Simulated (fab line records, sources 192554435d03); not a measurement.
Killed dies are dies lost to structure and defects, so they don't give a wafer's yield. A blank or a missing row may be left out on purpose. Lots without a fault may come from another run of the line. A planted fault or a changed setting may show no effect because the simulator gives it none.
fab line records | flow n5_finfet
record lots=7 wafers=21
route steps=1938 shown BEOL_M0_SAQP@638 BEOL_M0@715 BEOL_M1@833 BEOL_M2@841 BEOL_M3@969 BEOL_M4@1025
start_h: hours from the record's first day to the start of the lot's first wafer shown | wait_h: hours since the lot's step before | " the same as in the row above | L1.1+2: a row that stands for several wafers | - no value, or no start given | * or withheld: withheld | < > ~ a bound
route shown NAME@n: a module of which the file shows steps, and the number in the route of the first | usual: mean/standard deviation of fault-free wafers | same: alike in all rows | chamber/n: place in a boat | sites: the reading at each site | _std_site: their standard deviation | _edge_site: outer sites' mean less inner sites' | radius_mm: how far each site lies from the wafer's centre | mask NAME#n: copy n | behind: the tool/chamber that last shaped the wafer | hold: why the lot was held/for how many hours/how that ended | device: the transistor (n, p or np) that didn't switch | end of line: the same wafers' tests at the end of the route | a step without rows: its recipe alone | killed: dies lost to structure and defects at the first sort, not the wafer's yield | map: a wafer's dies, x killed, . not, _ none there
set.NAME: the setting as run; set.NAME@STEP: as run at that earlier step | model.NAME: the simulator's own value behind a step, which no gauge read
lots whose settings were changed on purpose; a table a step, a row a wafer
## steps
# step N5_BEOL_M0_SAQP_PECVD_04
# recipe material=a-Si target_thk_a=600 temp_c=350 precursor=SiH4/He pressure_torr=3 rf_w=100 time_s=60.2
# columns lot.wafer tool chamber start_h wait_h set.time_s model.a-Si_of_BEOL_M0_SAQP_PECVD_04.thk_nm
L077.2 pecvd-03 2 134.01 0.0 60.2 59.8
L077.4 " 2 " " 64.68 65
L077.5 " 1 " " 64.68 64.4
L082.1 pecvd-04 0 155.52 0.0 67.95 68.4
L082.2 " 1 " " 60.2 59.4
L082.4 " 0 " " 60.2 60.6
L083.2+4 pecvd-04 1,2 157.70 0.0 60.2 59.4
L083.5 " 1 " " 60.2 59.6
L086.1 pecvd-04 1 181.46 0.0 60.2 59.6
L086.3 " 2 " " 60.2 59.2
L086.5 " 0 " " 60.2 60.8
L087.1 pecvd-03 1 184.28 0.0 60.2 59.4
L087.2 " 2 " " 60.2 59.6
L087.4 " 0 " " 60.2 60.8
L090.2 pecvd-03 0 206.45 0.0 60.2 59
L090.3 " 2 " " 60.2 59.4
L090.5 " 2 " " 65.6 66.2
L092.1 pecvd-04 1 221.07 0.0 60.2 58.2
L092.2 " 0 " " 60.2 58.6
L092.4 " 0 " " 60.2 59.6
# step N5_BEOL_M0_SAQP_THK_MEAS_05
# usual thk_nm=59.9/0.74
# columns lot.wafer tool chamber start_h wait_h set.time_s@BEOL_M0_SAQP_PECVD_04 thk_nm
L077.2 film_metro-02 - 134.10 0.1 60.2 59.7
L077.4 " - " " 64.68 65.1
L077.5 " - " " 64.68 64.4
L082.1 film_metro-02 - 155.62 0.1 67.95 68.4
L082.2 " - " " 60.2 59.3
L082.4 " - " " 60.2 60.6
L083.2 film_metro-02 - 157.79 0.1 60.2 59.3
L083.4 " - " " 60.2 59.4
L083.5 " - " " 60.2 59.6
L086.1 film_metro-02 - 181.55 0.1 60.2 59.7
L086.3 " - " " 60.2 59.2
L086.5 " - " " 60.2 60.9
L087.1 film_metro-02 - 184.37 0.1 60.2 59.4
L087.2 " - " " 60.2 59.6
L087.4 " - " " 60.2 60.9
L090.2 film_metro-02 - 206.55 0.1 60.2 59.1
L090.3 " - " " 60.2 59.4
L090.5 " - " " 65.6 66.3
L092.1 film_metro-01 - 221.19 0.1 60.2 58.3
L092.2 " - " " 60.2 58.5
L092.4 " - " " 60.2 59.6
# step N5_BEOL_M0_SAQP_HM_DEP_111
# recipe material=SiO2 target_thk_a=120 temp_c=400 precursor=SiH4/N2O pressure_torr=0.75 rf_w=275 time_s=7.2
# step N5_BEOL_M0_SAQP_COAT_81
# recipe resist=SOC temp_c=250 time_s=60 spin_rpm=1500 resist_thk_nm=100
# step N5_BEOL_M0_SAQP_HM_OPEN_112
# recipe chemistry=CHF3/O2 target=SiO2 stop_on=a-Si target_depth_a=120 over_etch_frac=1.25 mask_material=SOC time_s=13.5 pressure_mtorr=30 source_w=650 bias_w=170 Ar_flow_sccm=200 CHF3_flow_sccm=50 O2_flow_sccm=5 ion_energy_ev=200 ends=end_point
# step N5_BEOL_M0_SAQP_STRIP_113
# recipe chemistry=CHF3/O2 resist=SiARC rf_frequency_hz=6e+07
# step N5_BEOL_M0_SAQP_MANDREL_ETCH_20
# recipe target_depth_a=600 chemistry=HBr/Cl2 target=a-Si stop_on=SiNx bt_time_s=10 mask_material=SOC over_etch_frac=0.5 time_s=30 pressure_mtorr=10 icp_w=800 bias_w=75 HBr_flow_sccm=150 Cl2_flow_sccm=80 ends=end_point
# usual oes_product_au=0.776/0.012
# columns lot.wafer tool chamber start_h wait_h set.time_s@BEOL_M0_SAQP_PECVD_04 oes_product_au model.etch.depth_nm
L077.2 rie_si-01 2 134.98 0.0 60.2 0.774 59.67
L077.4 " 0 " " 64.68 0.802 65.07
L077.5 " 3 " " 64.68 0.818 64.46
L082.1 rie_si-02 3 156.53 0.0 67.95 0.843 68.45
L082.2 " 1 " " 60.2 0.761 59.24
L082.4 " 2 " " 60.2 0.769 60.49
L083.2 rie_si-02 3 158.64 0.0 60.2 0.770 59.26
L083.4 " 2 " " 60.2 0.756 59.43
L083.5 " 0 " " 60.2 0.759 59.57
L086.1 rie_si-01 0 182.42 0.0 60.2 0.768 59.67
L086.3 " 1 " " 60.2 0.771 59.08
L086.5 " 3 " " 60.2 0.794 60.84
L087.1 rie_si-01 3 185.23 0.0 60.2 0.781 59.37
L087.2 " 2 " " 60.2 0.774 59.53
L087.4 " 1 " " 60.2 0.783 60.85
L090.2 rie_si-01 0 207.39 0.0 60.2 0.768 59.06
L090.3 " 1 " " 60.2 0.781 59.36
L090.5 " 0 " " 65.6 0.821 66.26
L092.1 rie_si-01 1 222.25 0.0 60.2 0.764 58.16
L092.2 " 3 " " 60.2 0.783 58.53
L092.4 " 2 " " 60.2 0.772 59.63
# step N5_BEOL_M0_SAQP_STRIP_86
# recipe chemistry=N2/H2 power_w=500 temp_c=40 pressure_mtorr=50 rf_frequency_hz=6e+07 overash_fraction=0.3 bias_power_w=28 h2_frac=0.5 n2_flow_sccm=300 h2_flow_sccm=300
# step N5_BEOL_M0_SAQP_STRIP_115
# recipe chemistry=post_etch_residue_remover time_s=60 temp_c=25 remover_ph=withheld remover_water_wt_pct=withheld remover_fluoride_wt_pct=withheld
# step N5_BEOL_M0_SAQP_SRD_93
# recipe dry=ipa_marangoni time_s=30 temp_c=23 rinse_liquid=diw
# step N5_BEOL_M0_SAQP_RECESS_114
# recipe chemistry=HF/NH3 target=SiO2 target_depth_a=144 afs_cycles=3 temp_c=30 sublimation_temp_c=180 sublimation_time_s=60
# step N5_BEOL_M0_SAQP_SPACER1_ALD_98
# recipe material=SiO2 target_thk_a=128 temp_c=300 ald_precursor_family=BDEAS ald_co_reactant=O2-plasma pulse_time_s=1 purge_time_s=2 co_reactant_purge_time_s=2 ald_cycles=138 pressure_torr=2
# columns lot.wafer tool chamber start_h wait_h set.time_s@BEOL_M0_SAQP_PECVD_04 model.a-Si_of_BEOL_M0_SAQP_PECVD_04.thk_nm
L077.2 ald_sin-04 1 135.61 0.3 60.2 59.4
L077.4 " 0 " " 64.68 64.8
L077.5 " 1 " " 64.68 64.2
L082.1 ald_sin-01 1 157.32 0.3 67.95 68.2
L082.2 " 3 " " 60.2 59
L082.4 " 2 " " 60.2 60.4
L083.2 ald_sin-03 2 159.25 0.3 60.2 59
L083.4 " 3 " " 60.2 59.2
L083.5 " 3 " " 60.2 59.4
L086.1 ald_sin-03 1 184.84 2.1 60.2 59.4
L086.3 " 3 " " 60.2 58.8
L086.5 " 0 " " 60.2 60.6
L087.1 ald_sin-03 2 188.00 2.4 60.2 59.2
L087.2 " 3 " " 60.2 59.4
L087.4 " 1 " " 60.2 60.6
L090.2 ald_sin-04 2 208.01 0.3 60.2 58.8
L090.3 " 1 " " 60.2 59.2
L090.5 " 2 " " 65.6 66
L092.1 ald_sin-04 0 222.98 0.3 60.2 58
L092.2 " 1 " " 60.2 58.4
L092.4 " 2 " " 60.2 59.4
# step N5_BEOL_M0_SAQP_SPACER1_ETCHBACK_99
# recipe chemistry=CHF3/O2 mode=anisotropic_etchback target=SiO2 target_depth_a=154 time_s=7.7 pressure_mtorr=30 source_w=650 bias_w=170 Ar_flow_sccm=200 CHF3_flow_sccm=50 O2_flow_sccm=5 ion_energy_ev=200
# step N5_BEOL_M0_SAQP_MANDREL1_REMOVE_100
# recipe chemistry=HBr/Cl2/O2 bt_time_s=10 target=a-Si stop_on=SiNx endpoint=OES-SiCl over_etch_frac=0.85 icp_w=600 bias_w=30 HBr_flow_sccm=150 Cl2_flow_sccm=80 O2_flow_sccm=5 pressure_mtorr=10
# step N5_BEOL_M0_SAQP_ETCH_101
# recipe chemistry=CH3F/O2 target=SiNx mask_material=SiO2 target_depth_a=299 time_s=42.7 pressure_mtorr=30 source_w=395 bias_w=73 Ar_flow_sccm=150 CH3F_flow_sccm=30 O2_flow_sccm=20 ion_energy_ev=120
# step N5_BEOL_M0_SAQP_ETCH_102
# recipe chemistry=CF4 target=SiO2 target_depth_a=40 ion_energy_ev=350 time_s=4.4 pressure_mtorr=10 icp_w=800 bias_w=400 cf4_flow_sccm=80
# step N5_BEOL_M0_SAQP_MANDREL_ETCH_103
# recipe chemistry=HBr/Cl2 target=a-Si target_depth_a=450 bt_time_s=10 stop_on=SiCN mask_material=SiO2 over_etch_frac=0.8 time_s=27 pressure_mtorr=10 icp_w=800 bias_w=75 HBr_flow_sccm=150 Cl2_flow_sccm=80 ends=end_point
# columns lot.wafer tool chamber start_h wait_h set.time_s@BEOL_M0_SAQP_PECVD_96 model.etch.depth_nm
L077.2 rie_si-01 3 136.47 0.0 45.2 44.8
L077.4 " 2 " " 45.2 45.37
L077.5 " 2 " " 45.2 44.86
L082.1 rie_si-01 0 158.17 0.0 48.41 47.11
L082.2 " 3 " " 45.2 44.54
L082.4 " 1 " " 45.2 44.52
L083.2 rie_si-02 3 160.37 0.0 45.2 44.3
L083.4 " 2 " " 47.08 47.23
L083.5 " 1 " " 47.08 46.47
L086.1 rie_si-01 0 185.76 0.0 45.2 44.78
L086.3 " 3 " " 45.2 44.66
L086.5 " 0 " " 45.2 45.1
L087.1 rie_si-03 3 188.91 0.0 47.28 46.99
L087.2 " 2 " " 45.2 45.49
L087.4 " 0 " " 45.2 45.81
L090.2 rie_si-03 3 208.87 0.0 45.2 44.96
L090.3 " 0 " " 45.2 44.67
L090.5 " 1 " " 47.86 48.01
L092.1 rie_si-02 2 223.99 0.0 45.2 44.59
L092.2 " 1 " " 45.2 44.35
L092.4 " 3 " " 45.2 44.53
# step N5_BEOL_M0_SAQP_RECESS_104
# recipe chemistry=HF/NH3 target=SiO2 target_depth_a=180 afs_cycles=3 temp_c=30 sublimation_temp_c=180 sublimation_time_s=60
# step N5_BEOL_M0_SAQP_COAT_105
# recipe resist=SOC temp_c=250 time_s=60 spin_rpm=1500 resist_thk_nm=100
# step N5_BEOL_M0_SAQP_ETCH_106
# recipe chemistry=N2/H2 target=SOC target_depth_a=1500 stop_on=SiNx ion_energy_ev=100 bias_w=61 pressure_mtorr=30 source_w=850 n2_flow_sccm=200 h2_flow_sccm=200
# step N5_BEOL_M0_SAQP_ETCH_107
# recipe chemistry=CH3F/O2 target=SiNx target_depth_a=300 mask_material=SOC pressure_mtorr=30 source_w=395 bias_w=73 Ar_flow_sccm=150 CH3F_flow_sccm=30 O2_flow_sccm=20 ion_energy_ev=120
# columns lot.wafer tool chamber start_h wait_h set.time_s@BEOL_M0_SAQP_PECVD_96 model.a-Si_of_BEOL_M0_SAQP_PECVD_96.thk_nm
L077.2+5 rie_diel-01 1 137.06 0.0 45.2 44.2
L077.4 " 3 " " 45.2 44.8
L082.1 rie_diel-02 0 158.76 0.0 48.41 46.6
L082.2+4 " 1,2 " " 45.2 44
L083.2 rie_diel-02 1 161.09 0.0 45.2 43.8
L083.4 " 0 " " 47.08 46.6
L083.5 " 2 " " 47.08 45.8
L086.1 rie_diel-06 2 186.61 0.0 45.2 44.2
L086.3 " 3 " " 45.2 44
L086.5 " 2 " " 45.2 44.4
L087.1 rie_diel-01 2 189.50 0.0 47.28 46.4
L087.2 " 1 " " 45.2 45
L087.4 " 0 " " 45.2 45.2
L090.2 rie_diel-06 0 209.47 0.0 45.2 44.4
L090.3 " 3 " " 45.2 44
L090.5 " 2 " " 47.86 47.4
L092.1+4 rie_diel-06 1,2 224.58 0.0 45.2 44
L092.2 " 3 " " 45.2 43.8
# step N5_BEOL_M0_ETCH_138
# recipe chemistry=CH3F/O2 target_depth_a=120 target=SiCN time_s=31.6 ion_energy_ev=120 pressure_mtorr=30 source_w=395 bias_w=75 Ar_flow_sccm=150 CH3F_flow_sccm=30 O2_flow_sccm=20 ends=cleared
# usual rf_vpp_V=296.9/1.9
# columns lot.wafer tool chamber start_h wait_h set.source_w rf_vpp_V
L077.2 rie_diel-03 0 140.42 0.0 395 296.8
L077.4 " 3 " " 395 295.3
L077.5 " 2 " " 363.6 304.8
L082.1 rie_diel-04 0 162.48 0.0 395 299.4
L082.2 " 2 " " 395 295.5
L082.4 " 0 " " 395 299.1
L083.2 rie_diel-03 0 164.24 0.0 421.5 288.5
L083.4 " 1 " " 421.5 291.3
L083.5 " 3 " " 421.5 286.4
L086.1 rie_diel-04 1 192.17 0.0 395 298.5
L086.3 " 2 " " 395 296.0
L086.5 " 2 " " 395 296.8
L087.1 rie_diel-03 3 194.32 0.0 395 294.5
L087.2 " 0 " " 395 296.5
L087.4 " 2 " " 395 296.3
L090.2 rie_diel-05 0 213.40 0.0 435.4 286.2
L090.3 " 3 " " 395 297.3
L090.5 " 1 " " 395 297.2
L092.1 rie_diel-03 1 227.76 0.0 395 298.7
L092.2 " 2 " " 395 295.6
L092.4 " 0 " " 395 296.5
# step N5_BEOL_M1_CMP_52
# recipe stop_on=SiOC t_overpolish_s=6.8 down_force_psi=1 platen_rpm=50 clearing_platen_down_force_psi=1.5 clearing_platen_rpm=50 post_cmp_clean=cu_alkaline target_thk_nm=40 clearing_platen_pad_velocity_m_s=0.99484 pad_velocity_m_s=0.99484
# usual barrier_field_endpoint_s=24.6/0.64
# columns lot.wafer tool chamber start_h wait_h set.down_force_psi barrier_field_endpoint_s
L077.4 cmp-02 2 164.80 0.1 1 24.5
L077.2 " 1 " " 1.199 21.3
L077.5 " 3 " " 1.199 20.7
L082.2 cmp-02 3 187.39 0.3 1 25.0
L082.4 " 1 " " 1 25.5
L082.1 " 2 " " 1 23.9
L083.4 cmp-03 3 199.87 0.3 1.077 22.1
L083.2 " 1 " " 1 24.4
L083.5 " 2 " " 1.077 22.8
L086.3 cmp-03 2 209.73 0.2 0.8815 27.4
L086.1 " 0 " " 0.8815 27.9
L086.5 " 2 " " 0.8815 27.6
L087.2 cmp-01 2 219.59 0.2 1 24.2
L087.4 " 3 " " 1 24.4
L087.1 " 1 " " 1.08 21.5
L090.2 cmp-03 1 236.05 0.2 1 24.4
L090.3 " 3 " " 1 24.2
L090.5 " 1 " " 1 25.3
L092.4 cmp-01 3 248.67 0.3 1 23.4
L092.2 " 1 " " 1 24.2
L092.1 " 2 " " 1 22.9
# step N5_BEOL_M2_ILD_DEP_00
# recipe material=SiOC target_thk_a=790 temp_c=350 precursor=DEMS/O2 pressure_torr=5 rf_w=500 time_s=15.3
# columns lot.wafer tool chamber start_h wait_h set.time_s model.SiOC_of_BEOL_M2_ILD_DEP_00.thk_nm
L077.2 pecvd-04 2 165.42 0.0 15.3 79.8
L077.4 " 1 " " 15.3 80.6
L077.5 " 0 " " 15.3 80
L082.1 pecvd-02 2 188.01 0.0 15.3 78.2
L082.2 " 0 " " 14.68 75.2
L082.4 " 0 " " 15.3 79.6
L083.2 pecvd-02 2 200.51 0.0 15.3 79
L083.4 " 0 " " 16.18 84
L083.5 " 2 " " 15.3 79.8
L086.1 pecvd-01 0 210.34 0.0 15.3 77.4
L086.3 " 2 " " 15.3 78.2
L086.5 " 1 " " 15.3 79.6
L087.1+2 pecvd-02 2,0 220.23 0.0 15.3 78.2
L087.4 " 2 " " 13.22 68.4
L090.2 pecvd-01 0 236.70 0.0 14.63 75.6
L090.3 " 0 " " 15.3 79.6
L090.5 " 2 " " 14.63 75.2
L092.1 pecvd-02 0 249.29 0.0 15.3 78.6
L092.2 " 1 " " 15.3 78.2
L092.4 " 0 " " 15.3 78.8
# step N5_BEOL_M2_THK_MEAS_01
# recipe reads=SiOC_of_BEOL_M2_ILD_DEP_00
# usual M2_ILD_THK=79.0/0.92
# columns lot.wafer tool chamber start_h wait_h set.time_s@BEOL_M2_ILD_DEP_00 M2_ILD_THK[nm]
L077.2 film_metro-01 - 165.49 0.1 15.3 79.8
L077.4 " - " " 15.3 80.6
L077.5 " - " " 15.3 80.1
L082.1 film_metro-02 - 188.08 0.0 15.3 78.1
L082.2 " - " " 14.68 75.1
L082.4 " - " " 15.3 79.5
L083.2 film_metro-02 - 200.58 0.1 15.3 79.0
L083.4 " - " " 16.18 83.9
L083.5 " - " " 15.3 79.9
L086.1 film_metro-01 - 210.41 0.0 15.3 77.4
L086.3 " - " " 15.3 78.2
L086.5 " - " " 15.3 79.7
L087.1 film_metro-01 - 220.32 0.1 15.3 78.4
L087.2 " - " " 15.3 78.1
L087.4 " - " " 13.22 68.4
L090.2 film_metro-01 - 236.78 0.1 14.63 75.6
L090.3 " - " " 15.3 79.7
L090.5 " - " " 14.63 75.1
L092.1 film_metro-02 - 249.35 0.0 15.3 78.5
L092.2 " - " " 15.3 78.1
L092.4 " - " " 15.3 78.7
# step N5_BEOL_M2_COAT_22
# recipe resist=CAR-EUV spin_rpm=1500 resist_thk_nm=30
# columns lot.wafer tool chamber start_h wait_h set.spin_rpm model.CAR-EUV_of_BEOL_M2_COAT_22.thk_nm
L077.2 litho_track-04 0 - - 1500 30
L077.4+5 " 0 " " 1445 30.4
L082.1+2+4 litho_track-02 0 - - 1500 30
L083.2+5 litho_track-03 0 - - 1433 30.8
L083.4 " 0 " " 1500 30.2
L086.1+5 litho_track-02 0 - - 1500 30
L086.3 " 0 " " 1622 28.8
L087.1 litho_track-02 0 - - 1500 30
L087.2+4 " 0 " " 1500 30.2
L090.2 litho_track-02 0 - - 1500 30
L090.3+5 " 0 " " 1500 29.8
L092.1+2+4 litho_track-04 0 - - 1500 30
# step N5_BEOL_M2_EBR_24
# recipe solvent=PGMEA ebr_width_mm=1.5
# step N5_BEOL_M2_SOFTBAKE_23
# recipe temp_c=110 time_s=60 resist=CAR-EUV
# step N5_BEOL_M2_EXPOSE_25
# recipe mask_id=V1 na=0.33 source_shape=quasar sigma_inner=0.2 sigma_outer=0.8 polarization=unpolarized defocus_nm=5 dose_mj=63
# step N5_BEOL_M2_PEB_26
# recipe peb_temp_c=100 peb_time_s=60 resist=CAR-EUV
# step N5_BEOL_M2_DEVELOP_27
# recipe develop_time_s=30 developer=TMAH resist=CAR-EUV rinse_liquid=surfactant_rinse dry=air_spin dev_temp_c=23
# columns lot.wafer tool chamber start_h wait_h set.spin_rpm@BEOL_M2_COAT_22 model.CAR-EUV_of_BEOL_M2_COAT_22.thk_nm
L077.2 litho_track-04 0 - - 1500 29.4
L077.4 " 0 " " 1445 29.8
L077.5 " 0 " " 1445 30
L082.1 litho_track-03 0 - - 1500 29.4
L082.2+4 " 0 " " 1500 29.6
L083.2+5 litho_track-03 0 - - 1433 30.4
L083.4 " 0 " " 1500 29.8
L086.1+5 litho_track-02 0 - - 1500 29.4
L086.3 " 0 " " 1622 28.4
L087.1+2+4 litho_track-04 0 - - 1500 29.6
L090.2+3+5 litho_track-04 0 - - 1500 29.4
L092.1+2+4 litho_track-03 0 - - 1500 29.6
# step N5_BEOL_M3_DESCUM_33
# recipe chemistry=O2 time_s=7 source_power_w=50 bias_power_w=20 pressure_mtorr=20 rf_frequency_hz=2.712e+07 temp_c=40 resist=CAR-EUV o2_flow_sccm=225
# columns lot.wafer tool chamber start_h wait_h set.time_s model.CAR-EUV_of_BEOL_M3_COAT_22.thk_nm
L077.2 rie_diel-02 2 184.05 0.0 7 26.2
L077.4 " 3 " " 7 26
L077.5 " 1 " " 7.862 25.8
L082.1+4 rie_diel-01 2,1 208.11 0.0 7 26
L082.2 " 3 " " 8.371 25.4
L083.2+4+5 rie_diel-06 0,1,1 214.62 0.0 7 26.2
L086.1+3 rie_diel-01 3,1 228.14 0.0 6.368 26.4
L086.5 " 0 " " 7 26
L087.1 rie_diel-02 1 235.61 0.8 5.755 26.6
L087.2+4 " 3,2 " " 7 26
L090.2 rie_diel-01 3 251.25 0.4 7 26.2
L090.3+5 " 2,1 " " 5.935 26.6
L092.1+4 rie_diel-01 2,0 269.40 0.0 7 26
L092.2 " 1 " " 7 26.2
# step N5_BEOL_M4_COAT_61
# recipe resist=SOC temp_c=250 time_s=60 spin_rpm=1500 resist_thk_nm=60
# columns lot.wafer tool chamber start_h wait_h set.spin_rpm model.SOC_of_BEOL_M4_COAT_61.thk_nm
L082.1 litho_track-01 0 213.68 0.1 1564 58.6
L082.2 " 0 " " 1500 59.8
L082.4 " 0 " " 1500 60
L077.2 litho_track-04 0 219.52 0.1 1380 62.6
L077.4 " 0 " " 1500 60.2
L077.5 " 0 " " 1380 63
L083.2 litho_track-01 0 227.48 0.1 1368 62.6
L083.4 " 0 " " 1368 62.8
L083.5 " 0 " " 1500 60
L086.1+3+5 litho_track-03 0 239.83 0.1 1500 60.2
L087.1+2 litho_track-03 0 247.98 0.1 1500 60.2
L087.4 " 0 " " 1500 60.6
L090.2+3+5 litho_track-01 0 259.79 0.1 1500 60
L092.1 litho_track-04 0 283.69 0.1 1500 60.2
L092.2+4 " 0 " " 1500 60
## key
split step=N5_BEOL_M0_SAQP_PECVD_04 setting=time_s stated=60.2 by=wafer
response step=N5_BEOL_M0_SAQP_PECVD_04 reading=model.a-Si_of_BEOL_M0_SAQP_PECVD_04.thk_nm change=+0.688 per=1% r=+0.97
response step=N5_BEOL_M0_SAQP_THK_MEAS_05 reading=thk_nm change=* per=1% r=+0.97
response step=N5_BEOL_M0_SAQP_MANDREL_ETCH_20 reading=oes_product_au change=+0.00564 per=1% r=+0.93
response step=N5_BEOL_M0_SAQP_MANDREL_ETCH_20 reading=model.etch.depth_nm change=+0.702 per=1% r=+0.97
response step=N5_BEOL_M0_SAQP_SPACER1_ALD_98 reading=model.a-Si_of_BEOL_M0_SAQP_PECVD_04.thk_nm change=+0.697 per=1% r=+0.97
split step=N5_BEOL_M0_ETCH_138 setting=source_w stated=395 by=wafer
response step=N5_BEOL_M0_ETCH_138 reading=rf_vpp_V change=-1.09 per=1% r=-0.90
split step=N5_BEOL_M1_CMP_52 setting=down_force_psi stated=1 by=wafer
response step=N5_BEOL_M1_CMP_52 reading=barrier_field_endpoint_s change=-0.204 per=1% r=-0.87
split step=N5_BEOL_M2_ILD_DEP_00 setting=time_s stated=15.3 by=wafer
response step=N5_BEOL_M2_ILD_DEP_00 reading=model.SiOC_of_BEOL_M2_ILD_DEP_00.thk_nm change=+0.762 per=1% r=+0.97
response step=N5_BEOL_M2_THK_MEAS_01 reading=M2_ILD_THK change=+0.759 per=1% r=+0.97
split step=N5_BEOL_M2_COAT_22 setting=spin_rpm stated=1500 by=wafer
response step=N5_BEOL_M2_COAT_22 reading=model.CAR-EUV_of_BEOL_M2_COAT_22.thk_nm change=-0.14 per=1% r=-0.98
response step=N5_BEOL_M2_DEVELOP_27 reading=model.CAR-EUV_of_BEOL_M2_COAT_22.thk_nm change=-0.127 per=1% r=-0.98
split step=N5_BEOL_M3_DESCUM_33 setting=time_s stated=7 by=wafer
response step=N5_BEOL_M3_DESCUM_33 reading=model.CAR-EUV_of_BEOL_M3_COAT_22.thk_nm change=-0.0308 per=1% r=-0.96
split step=N5_BEOL_M4_COAT_61 setting=spin_rpm stated=1500 by=wafer
response step=N5_BEOL_M4_COAT_61 reading=model.SOC_of_BEOL_M4_COAT_61.thk_nm change=-0.314 per=1% r=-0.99
split outside_this_file step=N5_BEOL_M0_SAQP_PECVD_96 setting=time_s
# split outside_this_file: this setting was split too, and the file shows its column; the key of that split is in another file
